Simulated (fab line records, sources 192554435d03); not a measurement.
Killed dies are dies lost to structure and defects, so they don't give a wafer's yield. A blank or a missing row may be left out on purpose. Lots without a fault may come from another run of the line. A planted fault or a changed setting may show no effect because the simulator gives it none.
Which tool did it? | flow n5_finfet | 6 lots, 17 wafers sampled, at 3 steps of a route of 1938

WHAT THE GAUGES READ, wafer by wafer
N5_PMOS_HMC_CHANNEL_EPI_THK_MEAS_22.
lot  | measured    | on            | HMC_CMP_THK (nm)
L630 | day 2 07:41 | film_metro-02 | 54.7 55.6 55.6
L633 | day 3 03:02 | film_metro-01 | 53.0 52.7 54.4
L637 | day 4 01:58 | film_metro-02 | 54.6 54.6 54.0
L640 | day 4 21:14 | film_metro-01 | 53.2 54.9 54.1
L643 | day 5 13:42 | film_metro-01 | 55.4 54.4 54.2
L650 | day 7 09:10 | film_metro-02 | 54.7 35.0

WHICH TOOL RAN EACH LOT (tool, then ch and the chambers of the sampled wafers, then the start)
lot  | N5_WELL_APT_DESCUM_30             | N5_PMOS_HMC_CHANNEL_EPI_FIN_RECESS_16
L630 | rie_diel-05 ch 1,2,3, day 2 03:15 | rie_si-02 ch 0,3, day 2 05:52
L633 | rie_diel-01 ch 0,1,3, day 2 21:50 | rie_si-04 ch 0,1,3, day 3 01:13
L637 | rie_diel-06 ch 1,2,3, day 3 21:15 | rie_si-01 ch 2,3, day 4 00:09
L640 | rie_diel-05 ch 0,2, day 4 16:35   | rie_si-04 ch 0,1,2, day 4 19:26
L643 | rie_diel-05 ch 0,3, day 5 09:20   | rie_si-02 ch 1,2,3, day 5 11:53
L650 | rie_diel-05 ch 1,2, day 7 04:34   | rie_si-02 ch 1,2, day 7 07:21
- N5_WELL_APT_DESCUM_30: chemistry O2, time 7.9 s.
- N5_PMOS_HMC_CHANNEL_EPI_FIN_RECESS_16: chemistry HBr/Cl2, target Si, target depth 54 nm, time 18 s.

THE ANSWER, worked out from the rows above alone
Rule: what is usual is taken from the lots themselves. Put in order of their means at a reading, lots are off if they are a third of the lots or fewer, leave a main group of 4 or more, and stand apart from it by a gap of 3 or more times the standard deviation of the main group's means; of several such gaps the widest counts. A main group whose means are all the same, to the digits that the tables above print for the reading, isn't used. A lot without any number at a reading at which 4 lots or more have one is off too. The other lots that the step has rows for count as sound.
Off: L650, at N5_PMOS_HMC_CHANNEL_EPI_THK_MEAS_22 (HMC_CMP_THK). The main group: mean 54.4 nm, standard deviation 0.64.
A tool fits if, at a process step before that reading, it ran every lot that is off, and no sound lot after the first of them. The gauges at N5_PMOS_HMC_CHANNEL_EPI_THK_MEAS_22 are tried like those tools. Can't be told from this: 3 tools fit, rie_diel-05 at N5_WELL_APT_DESCUM_30, rie_si-02 at N5_PMOS_HMC_CHANNEL_EPI_FIN_RECESS_16, film_metro-02 at N5_PMOS_HMC_CHANNEL_EPI_THK_MEAS_22.

WHAT THE SIMULATOR HAD PUT IN
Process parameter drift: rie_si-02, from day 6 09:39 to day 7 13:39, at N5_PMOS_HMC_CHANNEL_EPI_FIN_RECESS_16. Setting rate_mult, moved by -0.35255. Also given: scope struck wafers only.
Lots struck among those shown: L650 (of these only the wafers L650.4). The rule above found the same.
